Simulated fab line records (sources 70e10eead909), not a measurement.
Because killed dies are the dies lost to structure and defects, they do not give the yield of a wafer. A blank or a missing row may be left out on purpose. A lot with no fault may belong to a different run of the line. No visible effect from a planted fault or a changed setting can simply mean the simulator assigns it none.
A lot that was struck, set against a sound lot	flow nand_harc	37 out of 1302 route steps
Sound: the wafers L393.1, L393.2, L393.6. Struck: wafer L384.5 (left out: L384.1, L384.4 of the same lot, which were not struck); the cause appears at the end.
For every step that has rows: the tool of each side, followed by ch and its chambers, followed by its first start. Under that, the readings that differ: sound wafers	struck wafers	difference of the means	sigmas: that difference in standard deviations of wafers without a fault.
alike: same words and numbers on both sides, and readings whose means sit less than 2 such deviations apart. not compared: any withheld reading, any reading some wafer has no value for, any bound like >300 that may hide the same value, and any number with overlapping values for which the record gives no deviation.
Wherever a step has rows on one side only, a row that says differs or no value, or a row with sigmas, the two part there. Numbers that don't overlap but have no deviation are shown without sigmas and don't part them. A reading missing from all wafers of one side parts the sides only when that side holds two or more wafers.

NHARC_A_ONON_D2_INSPECT_32:
  sound on defect_inspect-02 at day 20 18:07; struck on defect_inspect-01 at day 17 14:56
reading	sound	struck	difference	sigmas
raw_defect_count	322 356 451	797	+421	+4
then, 1 step without rows for these wafers: NHARC_A_CHANNEL_HOLE_D2_DEP_00 (deposits aC, target thk 3100 nm).
NHARC_A_CHANNEL_HOLE_D2_DEP_01: deposits SiON, target thk 140 nm.
  sound on pecvd-01 ch 0,1,2, day 20 20:08; struck on pecvd-01 ch 1, day 17 17:14
  alike: heater_power_w, showerhead_vpp_V
then, 8 steps without rows for these wafers: NHARC_A_CHANNEL_HOLE_D2_DEHYDRATE_02 (time 120 s); NHARC_A_CHANNEL_HOLE_D2_HMDS_03 (time 30 s); NHARC_A_CHANNEL_HOLE_D2_COAT_36 (time 75 s); NHARC_A_CHANNEL_HOLE_D2_COAT_37 (time 65 s); NHARC_A_CHANNEL_HOLE_D2_COAT_04 (resist thk 90 nm); NHARC_A_CHANNEL_HOLE_D2_SOFTBAKE_05 (time 55 s); NHARC_A_CHANNEL_HOLE_D2_EBR_06; NHARC_A_CHANNEL_HOLE_D2_EXPOSE_07 (exposes mask HOLE D2, target cd 100 nm).
NHARC_A_CHANNEL_HOLE_D2_PEB_08: peb time 65 s.
  sound on litho_track-01 ch 0, day 20 20:40; struck on litho_track-04 ch 0, day 17 17:53
reading	sound	struck	difference	sigmas
plate_temp_C (C)	99.99 99.88 100.13	100.30	+0.30	+2
then, 1 step without rows for these wafers: NHARC_A_CHANNEL_HOLE_D2_DEVELOP_09 (develop time 35 s).
NHARC_A_CHANNEL_HOLE_D2_CD_MEAS_10: target cd 100 nm.
  sound on cd_sem-02 ch 0, day 20 20:44; struck on cd_sem-02 ch 0, day 17 17:58
reading	sound	struck	difference	sigmas
cd_nm (nm)	99.8 99.6 99.8	103.1	+3.4	+6
NHARC_A_CHANNEL_HOLE_D2_OVL_MEAS_11:
  sound on overlay-01 at day 20 20:50; struck on overlay-02 at day 17 18:03
  alike: overlay_x_nm, overlay_y_nm
NHARC_A_CHANNEL_HOLE_D2_INSPECT_12:
  sound on defect_inspect-02 at day 20 20:52; struck on defect_inspect-01 at day 17 18:05
  alike: raw_defect_count
NHARC_A_CHANNEL_HOLE_D2_DESCUM_15: chemistry O2, time 3 s.
  sound on rie_diel-04 ch 0,2, day 20 20:55; struck on rie_diel-04 ch 0, day 17 18:09
reading	sound	struck	difference	sigmas
model.A_CHANNEL_HOLE_D2.cd_nm (nm)	99.89 100.2 99.86	102.9	+2.9	
  alike: drypump_motor_current_A, oes_product_au, rf_vpp_V, showerhead_plenum_p_Torr, throttle_valve_pct
  not compared: rf_hours_counter_h
then, 1 step without rows for these wafers: NHARC_A_CHANNEL_HOLE_D2_ETCH_38 (etches the open film in CF4, target depth 39 nm, time 65 s).
NHARC_A_CHANNEL_HOLE_D2_ETCH_39: etches the open film in N2/H2, target depth 260 nm, time 325 s.
  sound: rie_diel-04 ch 1,2,3; struck: rie_diel-04 ch 2
  alike: drypump_motor_current_A, oes_product_au, rf_vpp_V, showerhead_plenum_p_Torr, throttle_valve_pct
  not compared: rf_hours_counter_h
then, 1 step without rows for these wafers: NHARC_A_CHANNEL_HOLE_D2_ETCH_34 (etches the open film in CF4/CHF3, target depth 154 nm, time 77 s).
NHARC_A_CHANNEL_HOLE_D2_ETCH_16: etches the open film in O2/COS, target depth 3100 nm, time 806 s.
  sound: rie_diel-04 ch 1,2,3; struck: rie_diel-04 ch 1
  alike: drypump_motor_current_A, oes_product_au, rf_vpp_V, showerhead_plenum_p_Torr, throttle_valve_pct
  not compared: rf_hours_counter_h
NHARC_A_CHANNEL_HOLE_D2_CD_MEAS_18:
  sound on cd_sem-03 at day 20 22:02; struck on cd_sem-02 at day 17 19:29
  alike: cd_nm
NHARC_A_CHANNEL_HOLE_D2_ETCH_19: etches the open film in C4F8/O2/Ar, time 34.5 s.
  sound on har_etch-01 ch 0,1, day 20 22:07; struck on har_etch-01 ch 1, day 17 23:18
  alike: drypump_motor_current_A, he_backside_leak_sccm, showerhead_plenum_p_Torr, throttle_valve_pct
  not compared: rf_hours_counter_h
then, 5 steps without rows for these wafers: NHARC_A_CHANNEL_HOLE_D2_ETCH_20 (etches the open film in C4F8/O2/Ar, time 361.9 s, target depth 1600 nm); NHARC_A_CHANNEL_HOLE_D2_ETCH_21 (etches the open film in C4F8/O2/Ar, time 514.3 s, target depth 1600 nm); NHARC_A_CHANNEL_HOLE_D2_ETCH_22 (etches the open film in C4F8/O2/Ar, time 666.7 s, target depth 1600 nm); NHARC_A_CHANNEL_HOLE_D2_ETCH_23 (etches the open film in C4F8/O2/Ar, time 819 s, target depth 1600 nm); NHARC_A_CHANNEL_HOLE_D2_ETCH_24 (etches the open film in C4F8/O2/Ar, time 906.2 s, target depth 1500 nm).
NHARC_A_CHANNEL_HOLE_D2_ETCH_25: etches the open film in C4F8/O2/Ar, time 1040.2 s, target depth 1500 nm.
  sound on har_etch-01 ch 0,1, day 21 01:00; struck on har_etch-01 ch 1, day 18 02:20
reading	sound	struck	difference	sigmas
throttle_valve_pct (%)	32.225 32.258 32.240	32.222	-0.019	-2
  alike: drypump_motor_current_A, he_backside_leak_sccm, showerhead_plenum_p_Torr
  not compared: rf_hours_counter_h
then, 5 steps without rows for these wafers: NHARC_A_CHANNEL_HOLE_D2_ETCH_26 (etches the open film in C4F8/O2/Ar, time 224.1 s, target depth 300 nm); NHARC_A_CHANNEL_HOLE_D2_ETCH_27 (etches the open film in C4F8/O2/Ar, time 90 s, target depth 400 nm); NHARC_A_CHANNEL_HOLE_D2_STRIP_41 (strips in N2/H2); NHARC_A_CHANNEL_HOLE_D2_STRIP_42 (strips in CF4/CHF3); NHARC_A_CHANNEL_HOLE_D2_STRIP_43 (strips in O2/COS).
NHARC_A_CHANNEL_HOLE_D2_ETCH_44: etches the open film in CF4/O2, target depth 140 nm, overetch 14 nm, time 77 s.
  sound on rie_diel-11 ch 2,3, day 21 02:50; struck on rie_diel-07 ch 0, day 18 04:02
reading	sound	struck	difference	sigmas
model.A_CHANNEL_HOLE_D2.cd_nm (nm)	88.93 90.06 89.64	91.98	+2.44	
  alike: drypump_motor_current_A, oes_product_au, rf_vpp_V, showerhead_plenum_p_Torr, throttle_valve_pct
  not compared: rf_hours_counter_h
then, 2 steps without rows for these wafers: NHARC_A_CHANNEL_HOLE_D2_STRIP_28 (strips in O2); NHARC_END_SORT_01.

WHERE THEY PART
Earliest at NHARC_A_ONON_D2_INSPECT_32; latest, in this record, at NHARC_A_CHANNEL_HOLE_D2_ETCH_25. Later steps at which nothing parts them and some readings are alike: NHARC_A_CHANNEL_HOLE_D2_ETCH_44.

WHY: what the simulator had put in
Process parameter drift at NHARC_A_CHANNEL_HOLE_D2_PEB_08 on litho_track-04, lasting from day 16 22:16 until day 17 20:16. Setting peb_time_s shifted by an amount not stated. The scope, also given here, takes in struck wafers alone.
